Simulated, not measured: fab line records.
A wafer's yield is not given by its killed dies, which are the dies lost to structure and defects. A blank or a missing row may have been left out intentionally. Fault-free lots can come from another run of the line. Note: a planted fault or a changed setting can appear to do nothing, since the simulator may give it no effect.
fab line records | flow nand_harc
[record] lots = 5 wafers = 15 last_day = 24
route steps=1159 shown P_M1@305 P_M2@318 END@1159
lots untouched by any fault: they come from a run of this same line in which no faults occurred
start_h: hours from the record's opening day to when the first of the lot's shown wafers began | wait_h: hours from the lot's prior step to this one | " repeats the value in the row above | L1.1+2: several wafers, shown together as one row | - no value present, or no start provided | * or withheld: withheld | < > ~ a bound
route shown NAME@n: a module of which the file shows steps, and the number in the route of the first | usual: average and standard deviation across the fault-free wafers | same: alike in all rows | chamber/n: place in a boat | sites: per-site readings | _std_site: how widely they spread, as a standard deviation | _edge_site: outer sites' mean less inner sites' | radius_mm: how far each site lies from the wafer's centre | mask NAME#n: copy n | behind: the most recent tool/chamber to have shaped the wafer | hold: cause of the lot's hold/its duration in hours/its outcome | device: which transistor (n, p or np) failed to switch | end of line: at the end of the route, the tests of the same wafers | for a step that has no rows: nothing shown but its recipe | killed: dies lost to structure and defects at the first sort, not the wafer's yield | map: a wafer's dies, marking killed ones x, the rest . and places with no die _
set.NAME: the setting the step ran with; set.NAME@STEP: the setting that earlier step ran with | model.NAME: the simulator's own value behind a step, which no gauge read
lots seen at some steps along the route; tables by step, rows by wafer
services: the hour from which a tool's chamber was out of use, counted from the record's first day as start_h (under 0 if before that day), plus the number of hours and why
[[steps]]
[step NHARC_P_M1_DEGAS_29]
[recipe] temp_c = 250 time_s = 60
[usual] heater_power_w = 331/27
[same] time_s = 60
// columns lot.wafer tool chamber start_h wait_h heater_power_w
L841.4 pvd_sputter-03 - 153.33 - 338
L841.1 " - " " 359
L841.3 " - " " 348
L846.4 pvd_sputter-02 - 172.50 - 310
L846.1 " - " " 308
L846.2 " - " " 310
L850.4 pvd_sputter-03 - 205.60 - 338
L850.6 " - " " 369
L850.5 " - " " 347
L858.4 pvd_sputter-03 - 246.01 - 339
L858.1 " - " " 361
L858.3 " - " " 337
L860.4 pvd_sputter-01 - 261.42 - 315
L860.3 " - " " 328
L860.6 " - " " 379
[step NHARC_P_M1_PRE_CLEAN_30]
[recipe] time_s = 30 temp_c = 280 gas = H2/He
[step NHARC_P_M1_PVD_20]
[recipe] target_thk_a = 50 bias_v = 168.6 power_w = 15000 chamber_pressure_pa = 0.12 time_s = 8.06 substrate_temp_c = 50 material = TaN
[usual] throttle_valve_pct = 30.2/1.7
[same] time_s = 8.06
// columns lot.wafer tool chamber start_h wait_h throttle_valve_pct
L841.3 pvd_sputter-03 - - - 31.6
L841.1 " - " " 31.2
L841.4 " - " " 28.8
L846.4 pvd_sputter-02 - - - 26.3
L846.2 " - " " 29.3
L846.1 " - " " 28.8
L850.4 pvd_sputter-03 - - - 31.5
L850.5 " - " " 29.0
L850.6 " - " " 30.1
L858.3 pvd_sputter-03 - - - 28.6
L858.4 " - " " 30.0
L858.1 " - " " 31.6
L860.4 pvd_sputter-01 - - - 30.8
L860.3 " - " " 32.4
L860.6 " - " " 30.7
[step NHARC_P_M1_PVD_21]
[recipe] target_thk_a = 300 chamber_pressure_pa = 5 power_w = 5000 substrate_temp_c = 30 time_s = 20.49 material = Cu
[usual] throttle_valve_pct = 30.3/1.5
[same] time_s = 20.49
// columns lot.wafer tool chamber start_h wait_h throttle_valve_pct
L841.3 pvd_sputter-03 - - - 31.9
L841.1 " - " " 31.5
L841.4 " - " " 28.5
L846.2 pvd_sputter-02 - - - 29.3
L846.1 " - " " 28.9
L846.4 " - " " 26.6
L850.4 pvd_sputter-03 - - - 28.8
L850.6 " - " " 31.6
L850.5 " - " " 28.7
L858.3 pvd_sputter-03 - - - 30.0
L858.4 " - " " 31.6
L858.1 " - " " 28.8
L860.3 pvd_sputter-01 - - - 29.9
L860.4 " - " " 31.1
L860.6 " - " " 30.0
[step NHARC_P_M1_ECD_22]
[recipe] target_thk_a = 4000 bath_temp_c = 25 material = Cu
[step NHARC_P_M1_ANNEAL_31]
[recipe] temp_c = 225 time_s = 90
[step NHARC_P_M1_CMP_23]
[recipe] t_overpolish_s = 20 target_thk_nm = 157.82
[usual] motor_current_A = 12.1/1.4 time_to_endpoint_s = 27.0/2.6
// columns lot.wafer tool chamber start_h wait_h motor_current_A time_to_endpoint_s
L841.3 cmp-02 0 154.46 - 12.4 25.2
L841.1 " 1 " " 12.7 23.7
L841.4 " 2 " " 11.6 27.5
L846.4 cmp-02 1 173.58 - 12.3 28.3
L846.2 " 2 " " 11.8 31.7
L846.1 " 3 " " 12.2 24.0
L850.4 cmp-01 3 206.70 - 12.3 35.3
L850.6 " 3 " " 12.8 29.0
L850.5 " 0 " " 11.8 32.7
L858.3 cmp-01 2 247.12 - 9.3 23.9
L858.4 " 3 " " 12.0 29.6
L858.1 " 1 " " 15.2 25.1
L860.4 cmp-01 1 262.60 - 14.9 26.5
L860.3 " 2 " " 9.8 24.6
L860.6 " 1 " " 14.1 28.0
[step NHARC_P_M1_THK_MEAS_24]
[recipe] thk_meas_gauge = xrf
[usual] thk_nm = 157.0/1.5
// columns lot.wafer tool chamber start_h wait_h thk_nm
L841.1 film_metro-02 - 154.75 - 155.7
L841.3 " - " " 160.6
L841.4 " - " " 156.6
L846.1 film_metro-02 - 173.90 - 157.2
L846.2 " - " " 159.6
L846.4 " - " " 155.5
L850.4 film_metro-01 - 207.01 - 157.9
L850.5 " - " " 157.4
L850.6 " - " " 157.6
L858.1 film_metro-01 - 247.44 - 156.8
L858.3 " - " " 155.5
L858.4 " - " " 154.4
L860.3 film_metro-02 - 262.89 - 158.2
L860.4 " - " " 158.9
L860.6 " - " " 157.8
[step NHARC_P_M1_SRD_25]
[step NHARC_P_M1_INSPECT_27]
[usual] raw_defect_count = 312/110
// columns lot.wafer tool chamber start_h wait_h raw_defect_count
L841.1 defect_inspect-01 - 154.90 0.0 188
L841.3 " - " " 213
L841.4 " - " " 223
L846.1 defect_inspect-01 - 174.06 0.0 254
L846.2 " - " " 275
L846.4 " - " " 386
L850.4 defect_inspect-02 - 207.17 0.0 224
L850.5 " - " " 435
L850.6 " - " " 437
L858.1 defect_inspect-02 - 247.60 0.0 226
L858.3 " - " " 367
L858.4 " - " " 373
L860.3 defect_inspect-02 - 263.05 0.0 290
L860.4 " - " " 221
L860.6 " - " " 289
[step NHARC_P_M1_PRE_CLEAN_32]
[recipe] time_s = 12 temp_c = 370 rf_power_w = 300 gas = NH3
[step NHARC_P_M1_DEP_33]
[recipe] target_thk_a = 300 temp_c = 370 target_thk_nm = 30 pressure_torr = 3 flow_sccm = 200 rf_w = 450 material = SiCN
[usual] heater_power_w = 566/54
// columns lot.wafer tool chamber start_h wait_h heater_power_w
L841.1 pecvd-03 2 155.06 0.1 575
L841.3 " 0 " " 556
L841.4 " 2 " " 567
L846.2 pecvd-03 2 174.20 0.1 548
L846.1 " 0 " " 526
L846.4 " 1 " " 587
L850.6 pecvd-03 1 207.44 0.2 537
L850.5 " 2 " " 548
L850.4 " 0 " " 542
L858.3 pecvd-02 0 247.76 0.1 416
L858.1 " 1 " " 610
L858.4 " 2 " " 640
L860.3 pecvd-01 2 263.24 0.1 555
L860.6 " 1 " " 689
L860.4 " 0 " " 588
[step NHARC_P_M2_DEP_00]
[recipe] target_thk_a = 1825 target_thk_nm = 182.5 temp_c = withheld pressure_torr = 5 flow_sccm = 200 rf_w = 600 material = SiOC
[step NHARC_P_M2_DEHYDRATE_01]
[recipe] temp_c = 150 time_s = 120
[step NHARC_P_M2_HMDS_02]
[recipe] time_s = 30
[step NHARC_P_M2_COAT_34]
[recipe] temp_c = 200 time_s = 65
[step NHARC_P_M2_COAT_03]
[recipe] spin_rpm = 1500 resist_thk_nm = 90
[step NHARC_P_M2_SOFTBAKE_04]
[recipe] temp_c = 105 time_s = 55
[step NHARC_P_M2_EBR_05]
[step NHARC_P_M2_EXPOSE_06]
[recipe] na = 1.35 target_cd_nm = 170 dose_mj = 80.78 mask_id = P_M2
[step NHARC_P_M2_PEB_07]
[recipe] peb_temp_c = 100 peb_time_s = 65
[step NHARC_P_M2_DEVELOP_08]
[recipe] develop_time_s = 35 dev_temp_c = 23
[step NHARC_P_M2_CD_MEAS_09]
[recipe] target_cd_nm = 170 landing_energy_ev = 500
[usual] cd_nm = 170.1/0.47
// columns lot.wafer tool chamber start_h wait_h cd_nm
L841.1 cd_sem-03 0 156.16 - 171.1
L841.3 " 0 " " 170.8
L841.4 " 0 " " 170.7
L846.1 cd_sem-03 0 175.55 - 170.0
L846.2 " 0 " " 170.1
L846.4 " 0 " " 170.5
L850.4 cd_sem-01 0 208.57 - 169.8
L850.5 " 0 " " 169.8
L850.6 " 0 " " 169.8
L858.1 cd_sem-02 0 249.10 - 170.3
L858.3 " 0 " " 170.8
L858.4 " 0 " " 170.1
L860.3 cd_sem-03 0 264.45 - 170.1
L860.4 " 0 " " 171.0
L860.6 " 0 " " 170.3
[step NHARC_P_M2_OVL_MEAS_10]
[recipe] pitch_nm = 340
[usual] overlay_x_nm = -0.1/0.64 overlay_y_nm = 0.1/0.79
// columns lot.wafer tool chamber start_h wait_h overlay_x_nm overlay_y_nm
L841.1 overlay-01 - 156.25 - 0.4 1.7
L841.3 " - " " 0.6 0.8
L841.4 " - " " 0.6 1.4
L846.1 overlay-02 - 175.64 - -1.3 -0.3
L846.2 " - " " -1.2 -0.7
L846.4 " - " " -0.7 -0.2
L850.4 overlay-01 - 208.65 - -0.5 -0.1
L850.5 " - " " 0.2 0.6
L850.6 " - " " -0.5 0.2
L858.1 overlay-01 - 249.19 - 0.8 1.8
L858.3 " - " " 0.3 2.5
L858.4 " - " " 1.0 2.2
L860.3 overlay-02 - 264.53 - -0.9 -0.1
L860.4 " - " " -0.8 -0.3
L860.6 " - " " -1.0 0.0
[step NHARC_P_M2_INSPECT_11]
[usual] raw_defect_count = 4.5/2.8
// columns lot.wafer tool chamber start_h wait_h raw_defect_count
L841.1 defect_inspect-02 - 156.29 0.0 8
L841.3 " - " " 7
L841.4 " - " " 8
L846.1 defect_inspect-01 - 175.68 0.0 1
L846.2 " - " " 2
L846.4 " - " " 9
L850.4 defect_inspect-01 - 208.69 0.0 6
L850.5 " - " " 4
L850.6 " - " " 694
L858.1 defect_inspect-01 - 249.23 0.0 4
L858.3 " - " " 8
L858.4 " - " " 4
L860.3 defect_inspect-01 - 264.57 0.0 9
L860.4 " - " " 5
L860.6 " - " " 8
[step NHARC_P_M2_DESCUM_14]
[recipe] time_s = 3 o2_flow_sccm = 200 ar_flow_sccm = 0 bias_power_w = 0 chemistry = O2
[usual] drypump_motor_current_A = 5.6/0.38 oes_product_au = 1.002/0.009 rf_vpp_V = 57.8/0.87 showerhead_plenum_p_Torr = 1.91/0.085 throttle_valve_pct = 11.312/0.0085
[same] time_s = 3
// columns lot.wafer tool chamber start_h wait_h drypump_motor_current_A oes_product_au rf_hours_counter_h rf_vpp_V showerhead_plenum_p_Torr throttle_valve_pct
L841.3 rie_diel-05 1 156.36 0.1 5.7 0.996 5 59.2 1.84 11.298
L841.1 " 2 " " 5.9 1.008 5 58.1 1.99 11.320
L841.4 " 3 " " 5.3 0.985 5 57.6 2.03 11.314
L846.4 rie_diel-05 3 175.74 0.1 5.3 1.006 0 58.0 2.03 11.321
L846.1 " 0 " " 5.0 0.989 0 56.3 1.86 11.309
L846.2 " 2 " " 5.9 1.000 0 57.8 1.99 11.321
L850.4 rie_diel-05 3 208.75 0.1 5.3 1.012 1 57.8 2.03 11.318
L850.5 " 2 " " 6.0 1.007 - 57.6 1.99 11.310
L850.6 " 3 " " 5.3 1.006 - 58.7 2.03 11.318
L858.3 rie_diel-05 0 249.30 0.1 5.1 0.986 3 58.1 1.86 11.320
L858.4 " 1 " " 5.7 0.999 3 57.0 1.84 11.299
L858.1 " 2 " " 6.0 1.010 3 58.7 1.99 11.297
L860.3 rie_diel-05 3 264.63 0.1 5.3 1.014 4 58.3 2.02 11.337
L860.4 " 1 " " 5.7 1.005 3 57.8 1.84 11.318
L860.6 " 3 " " 5.3 1.009 - 57.0 2.02 11.323
[step NHARC_END_SORT_01]
[recipe] temp_c = 25
[usual] defect_limited_yield = 95.8/1.4 killed_at_array = 24/8.8 killed_at_other = 0.7/0.99 killed_at_periphery = 3.5/2.6 killed_dies = 28/9.3 killed_open = 3.2/1.7 killed_short = 1.7/1.4 sort_bin_2_pct = 1.3/0.6 sort_bin_3_pct = 0.24/0.2 sort_bin_4_pct = 2.6/0.88 sort_n_pass = 649/9.3 sort_rim_yield_pct = 94/3.2 sort_yield_pct = 95.8/1.4
[same] gross_dies = 677 sort_bin_5_pct[%] = 0 sort_bin_6_pct[%] = 0 sort_bin_7_pct[%] = 0 sort_bin_8_pct[%] = 0 sort_rim_n_gross = 106.00
// columns lot.wafer tool chamber start_h wait_h defect_limited_yield[%] killed_at_array killed_at_other killed_at_periphery killed_dies killed_open killed_short sort_bin_2_pct[%] sort_bin_3_pct[%] sort_bin_4_pct[%] sort_n_pass sort_rim_yield_pct[%] sort_yield_pct[%]
L850.4 prober-01 0 516.47 3.4 96.2 22 0 4 26 2 0 0.7 0.15 3.0 651 94 96.2
L850.5 prober-01 0 517.28 3.7 95.9 22 2 4 28 3 1 0.6 0.15 3.4 649 95 95.9
L850.6 prober-01 0 518.08 4.0 82.4 35 1 83 119 7 3 7.7 4.73 5.2 558 80 82.4
// killed by level:class
L850.4 A_CHANNEL_HOLE_D1:chamber_film_flake=13 A_WL_FILL:chamber_film_flake=4 P_STI:chamber_film_flake=3 A_CONTACT:chamber_film_flake=2 A_ONON_D1:geometric_particle:open=1 A_CONTACT:geometric_particle:open=1 P_M0:chamber_film_flake=1 A_STAIRCASE:chamber_film_flake=1
L850.5 A_CHANNEL_HOLE_D1:chamber_film_flake=9 P_STI:chamber_film_flake=3 A_STAIRCASE:chamber_film_flake=3 A_WL_FILL:chamber_film_flake=3 A_CHANNEL_FILL_D1:chamber_film_flake=2 A_CONTACT:chamber_film_flake=2 P_CONTACT:geometric_particle:open=1 A_CHANNEL_HOLE_D1:geometric_particle:open=1
L850.6 P_M1:unspecified=76 A_CHANNEL_HOLE_D1:chamber_film_flake=20 P_STI:chamber_film_flake=4 A_STAIRCASE:chamber_film_flake=4 A_CONTACT:chamber_film_flake=4 P_CONTACT:geometric_particle:open=2 A_CONTACT:geometric_particle:open=2 P_CONTACT:geometric_particle:short=1
// map L850.6 (x killed, . not)
____________.____________
_________...xxxx_________
_______....xxxxxxx_______
______......xxxxxxx______
_____xxx....xxxxxxxx_____
____.......xxxxxxxxx.____
____....x.xxxxxxxxx..____
___....x...xxxxxxxxx..___
___.........xxxxxx....___
__........x.xxxxx.x....__
__...........xxxxxx....__
_............x.xx......._
_....x........x........._
_....x............x....._
_..x...................._
_...x.........x.......x._
....................x....
........................x
.................x.x..x..
.....................x..x
.................x...x.xx
_...................xxx._
_...................x.xx_
_...............x......x_
_..............x.....xx._
_...................x..._
__.............x.......__
__............x........__
___....x......x.......___
___...................___
____.................____
____...x.............____
_____x.............._____
______...x.........______
_______.........x._______
_________......._________
____________.____________
// map L841.3 (x killed, . not)
____________.____________
_________.x....._________
_______..........._______
______..x..........______
_____...x..........._____
____.xx..x...........____
____..x.x............____
___.xx................___
___x..................___
__.....................__
__......x.x............__
_......................._
_.........x...........x._
_........x.............._
_......................._
_......x................_
.........................
....................x....
....................x..x.
..................x......
..............x..x.......
_...x..x............x..._
_......................._
_..............x..xx...._
_..x...................._
_.............x........._
__....x.........x......__
__....x................__
___...................___
___...................___
____.................____
____......x..........____
_____..............._____
______.............______
_______..........._______
_________......._________
____________.____________
[[services]]
// columns tool chamber start_h hours kind
cmp-02 - 131.12 3.2 repair
pvd_sputter-01 - 140.29 1.6 repair
rie_diel-05 0 142.68 - clean
rie_diel-05 1 142.68 - clean
rie_diel-05 2 142.68 - clean
rie_diel-05 3 142.68 - clean
cmp-02 - 146.88 1.4 repair
pecvd-02 - 153.61 13.0 pm
pvd_sputter-01 - 158.02 10.0 pm
rie_diel-05 - 163.60 9.0 pm
rie_diel-05 0 163.60 9.0 vent_cycle
rie_diel-05 1 163.60 9.0 vent_cycle
cmp-01 - 168.65 2.2 repair
cmp-01 - 179.50 4.0 pm
pecvd-02 - 180.19 3.1 repair
cmp-02 - 189.09 1.9 repair
cmp-01 - 192.90 1.7 repair
pvd_sputter-02 - 214.00 10.0 pm
rie_diel-05 3 223.82 1.4 repair
cmp-02 - 226.50 4.0 pm
pvd_sputter-03 - 227.85 3.2 repair
pecvd-01 - 237.00 13.0 pm
cmp-02 - 245.07 4.0 repair
pvd_sputter-01 - 253.77 1.1 repair
[[key]]
[first_sign] step = NHARC_P_M2_INSPECT_11 reading = raw_defect_count direction = up sigmas = 99+ usual = 4.5 struck = 694
[effect] step = NHARC_END_SORT_01 reading = killed_at_periphery direction = up sigmas = 31 usual = 3.5 struck = 83
[more_kills_born_at] NHARC_P_M1_DEP_33@pecvd-03 = 76
met_at NHARC_P_M1_DEP_33
struck_wafers L850.6
onset_between 174.20 207.44
[fault] kind = chamber_particle_source tool = pecvd-03 chamber = 1 onset_h = 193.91 steps = NHARC_P_M1_DEP_33 rate_per_visit_cm2 = 1.0914 end_h = 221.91
